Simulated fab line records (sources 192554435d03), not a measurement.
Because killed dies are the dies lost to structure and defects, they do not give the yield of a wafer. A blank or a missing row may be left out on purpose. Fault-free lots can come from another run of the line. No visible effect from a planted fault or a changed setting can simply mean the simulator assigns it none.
Lot-split experiment / flow n5 finfet / on a route of 1938 steps: 7 lots, 39 wafers read

## ON THE SPLIT
At N5_SD_EPI_P_EPI_21 (deposits SiGe:B, time 355 s), the setting dopant conc cm3 was moved away from the recipe's 3e+20 on 18 of the 39 wafers read, by -15.0% to +14.5%. The other wafers ran this setting at the recipe's value.

## FROM THE SPLIT ON TO THE READING: in between, the file shows 1 step
- N5_SD_ACTIVATION_LSA_01: time 0.0008 s (also split here: temp c)

## THE READING
Measured at N5_SD_ACTIVATION_RS_MEAS_03 by four-point probe: RS_SD_P, in ohm/sq. Typical for fault-free wafers on this fab line: 56.2 ohm/sq, with standard deviation 0.91 ohm/sq.

wafer=L074.1; tool, chamber at the split=epi rpcvd-04, 0; dopant conc cm3 as run=3e+20; against the recipe=recipe; RS_SD_P, ohm/sq=57.6; against lot-mates on the recipe=-
wafer=L074.3; tool, chamber at the split=epi rpcvd-04, 0; dopant conc cm3 as run=3e+20; against the recipe=recipe; RS_SD_P, ohm/sq=58.3; against lot-mates on the recipe=-
wafer=L074.5; tool, chamber at the split=epi rpcvd-04, 0; dopant conc cm3 as run=3e+20; against the recipe=recipe; RS_SD_P, ohm/sq=58.4; against lot-mates on the recipe=-
wafer=L075.1; tool, chamber at the split=epi rpcvd-02, 0; dopant conc cm3 as run=3e+20; against the recipe=recipe; RS_SD_P, ohm/sq=58.2; against lot-mates on the recipe=-
wafer=L075.2; tool, chamber at the split=epi rpcvd-02, 0; dopant conc cm3 as run=2.549e+20; against the recipe=-15.0%; RS_SD_P, ohm/sq=66.7; against lot-mates on the recipe=+9.2
wafer=L075.3; tool, chamber at the split=epi rpcvd-02, 0; dopant conc cm3 as run=2.549e+20; against the recipe=-15.0%; RS_SD_P, ohm/sq=66.0; against lot-mates on the recipe=+8.5
wafer=L075.4; tool, chamber at the split=epi rpcvd-02, 0; dopant conc cm3 as run=3e+20; against the recipe=recipe; RS_SD_P, ohm/sq=57.0; against lot-mates on the recipe=-
wafer=L075.5; tool, chamber at the split=epi rpcvd-02, 0; dopant conc cm3 as run=2.549e+20; against the recipe=-15.0%; RS_SD_P, ohm/sq=67.4; against lot-mates on the recipe=+9.9
wafer=L075.6; tool, chamber at the split=epi rpcvd-02, 0; dopant conc cm3 as run=3e+20; against the recipe=recipe; RS_SD_P, ohm/sq=57.3; against lot-mates on the recipe=-
wafer=L077.1; tool, chamber at the split=epi rpcvd-04, 0; dopant conc cm3 as run=3e+20; against the recipe=recipe; RS_SD_P, ohm/sq=57.5; against lot-mates on the recipe=-
wafer=L077.2; tool, chamber at the split=epi rpcvd-04, 0; dopant conc cm3 as run=2.762e+20; against the recipe=-7.9%; RS_SD_P, ohm/sq=62.6; against lot-mates on the recipe=+5.2
wafer=L077.3; tool, chamber at the split=epi rpcvd-04, 0; dopant conc cm3 as run=2.762e+20; against the recipe=-7.9%; RS_SD_P, ohm/sq=60.8; against lot-mates on the recipe=+3.4
wafer=L077.4; tool, chamber at the split=epi rpcvd-04, 0; dopant conc cm3 as run=2.762e+20; against the recipe=-7.9%; RS_SD_P, ohm/sq=61.7; against lot-mates on the recipe=+4.3
wafer=L077.5; tool, chamber at the split=epi rpcvd-04, 0; dopant conc cm3 as run=3e+20; against the recipe=recipe; RS_SD_P, ohm/sq=56.5; against lot-mates on the recipe=-
wafer=L077.6; tool, chamber at the split=epi rpcvd-04, 0; dopant conc cm3 as run=3e+20; against the recipe=recipe; RS_SD_P, ohm/sq=58.1; against lot-mates on the recipe=-
wafer=L078.1; tool, chamber at the split=epi rpcvd-02, 0; dopant conc cm3 as run=3e+20; against the recipe=recipe; RS_SD_P, ohm/sq=56.5; against lot-mates on the recipe=-
wafer=L078.2; tool, chamber at the split=epi rpcvd-02, 0; dopant conc cm3 as run=3e+20; against the recipe=recipe; RS_SD_P, ohm/sq=56.8; against lot-mates on the recipe=-
wafer=L078.3; tool, chamber at the split=epi rpcvd-02, 0; dopant conc cm3 as run=3e+20; against the recipe=recipe; RS_SD_P, ohm/sq=56.3; against lot-mates on the recipe=-
wafer=L078.4; tool, chamber at the split=epi rpcvd-02, 0; dopant conc cm3 as run=2.606e+20; against the recipe=-13.1%; RS_SD_P, ohm/sq=65.6; against lot-mates on the recipe=+9.1
wafer=L078.5; tool, chamber at the split=epi rpcvd-02, 0; dopant conc cm3 as run=2.606e+20; against the recipe=-13.1%; RS_SD_P, ohm/sq=64.5; against lot-mates on the recipe=+8.0
wafer=L078.6; tool, chamber at the split=epi rpcvd-02, 0; dopant conc cm3 as run=2.606e+20; against the recipe=-13.1%; RS_SD_P, ohm/sq=64.5; against lot-mates on the recipe=+8.0
wafer=L083.1; tool, chamber at the split=epi rpcvd-02, 0; dopant conc cm3 as run=3e+20; against the recipe=recipe; RS_SD_P, ohm/sq=55.3; against lot-mates on the recipe=-
wafer=L083.2; tool, chamber at the split=epi rpcvd-02, 0; dopant conc cm3 as run=3e+20; against the recipe=recipe; RS_SD_P, ohm/sq=56.0; against lot-mates on the recipe=-
wafer=L083.3; tool, chamber at the split=epi rpcvd-02, 0; dopant conc cm3 as run=2.831e+20; against the recipe=-5.6%; RS_SD_P, ohm/sq=58.6; against lot-mates on the recipe=+3.1
wafer=L083.4; tool, chamber at the split=epi rpcvd-02, 0; dopant conc cm3 as run=3e+20; against the recipe=recipe; RS_SD_P, ohm/sq=55.2; against lot-mates on the recipe=-
wafer=L083.5; tool, chamber at the split=epi rpcvd-02, 0; dopant conc cm3 as run=2.831e+20; against the recipe=-5.6%; RS_SD_P, ohm/sq=59.1; against lot-mates on the recipe=+3.6
wafer=L083.6; tool, chamber at the split=epi rpcvd-02, 0; dopant conc cm3 as run=2.831e+20; against the recipe=-5.6%; RS_SD_P, ohm/sq=57.6; against lot-mates on the recipe=+2.1
wafer=L090.1; tool, chamber at the split=epi rpcvd-03, 0; dopant conc cm3 as run=3.434e+20; against the recipe=+14.5%; RS_SD_P, ohm/sq=49.9; against lot-mates on the recipe=-6.2
wafer=L090.2; tool, chamber at the split=epi rpcvd-03, 0; dopant conc cm3 as run=3e+20; against the recipe=recipe; RS_SD_P, ohm/sq=56.3; against lot-mates on the recipe=-
wafer=L090.3; tool, chamber at the split=epi rpcvd-03, 0; dopant conc cm3 as run=3.434e+20; against the recipe=+14.5%; RS_SD_P, ohm/sq=49.9; against lot-mates on the recipe=-6.2
wafer=L090.4; tool, chamber at the split=epi rpcvd-03, 0; dopant conc cm3 as run=3.434e+20; against the recipe=+14.5%; RS_SD_P, ohm/sq=50.2; against lot-mates on the recipe=-5.9
wafer=L090.5; tool, chamber at the split=epi rpcvd-03, 0; dopant conc cm3 as run=3e+20; against the recipe=recipe; RS_SD_P, ohm/sq=56.0; against lot-mates on the recipe=-
wafer=L090.6; tool, chamber at the split=epi rpcvd-03, 0; dopant conc cm3 as run=3e+20; against the recipe=recipe; RS_SD_P, ohm/sq=56.1; against lot-mates on the recipe=-
wafer=L093.1; tool, chamber at the split=epi rpcvd-04, 0; dopant conc cm3 as run=3e+20; against the recipe=recipe; RS_SD_P, ohm/sq=54.5; against lot-mates on the recipe=-
wafer=L093.2; tool, chamber at the split=epi rpcvd-04, 0; dopant conc cm3 as run=2.597e+20; against the recipe=-13.4%; RS_SD_P, ohm/sq=61.4; against lot-mates on the recipe=+6.8
wafer=L093.3; tool, chamber at the split=epi rpcvd-04, 0; dopant conc cm3 as run=3e+20; against the recipe=recipe; RS_SD_P, ohm/sq=54.8; against lot-mates on the recipe=-
wafer=L093.4; tool, chamber at the split=epi rpcvd-04, 0; dopant conc cm3 as run=3e+20; against the recipe=recipe; RS_SD_P, ohm/sq=54.6; against lot-mates on the recipe=-
wafer=L093.5; tool, chamber at the split=epi rpcvd-04, 0; dopant conc cm3 as run=2.597e+20; against the recipe=-13.4%; RS_SD_P, ohm/sq=62.1; against lot-mates on the recipe=+7.5
wafer=L093.6; tool, chamber at the split=epi rpcvd-04, 0; dopant conc cm3 as run=2.597e+20; against the recipe=-13.4%; RS_SD_P, ohm/sq=61.9; against lot-mates on the recipe=+7.3

FIT RESULTS
A straight line over all 39 wafers: RS_SD_P changes by -0.534 ohm/sq for each +1% of dopant conc cm3; r = -0.95; the points scatter about the line by 1.4 ohm/sq.
The same after taking each lot's own level away (the mean of its wafers on the recipe; 39 wafers): -0.533 ohm/sq for each +1%; r = -0.98; scatter 0.75 ohm/sq.
That fit puts the effect of the largest move of dopant conc cm3 on the reading at 8 ohm/sq.
From 54.63 to 58.10 ohm/sq: that is the span of the lots' own levels, equal to 3.8 times the standard deviation above.
The two slopes agree, so the slope changes little with the lot-to-lot level.
Check: with one of the wafers moved furthest among these (-15.0%) left out of the fit, the line predicts +8.25 ohm/sq for it against its lot-mates. It came out at +9.2 ohm/sq against them.

## THESE WAFERS: OTHER SPLITS
Note: prior to the reading, these wafers also went through further splits. Each is held against what the fit with the lots' levels taken away leaves over:
other split on the same wafers=N5_DUMMY_GATE_EXPOSE_12 dose mj; wafers away from the commonest value=15; r with RS_SD_P (lot level and that fit taken away)=+0.00
other split on the same wafers=N5_SD_ACTIVATION_LSA_01 temp c; wafers away from the commonest value=12; r with RS_SD_P (lot level and that fit taken away)=-0.16

## THE FILE'S OWN FIT
RS_SD_P changes by -0.548 ohm/sq for each +1% of dopant conc cm3, r = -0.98.
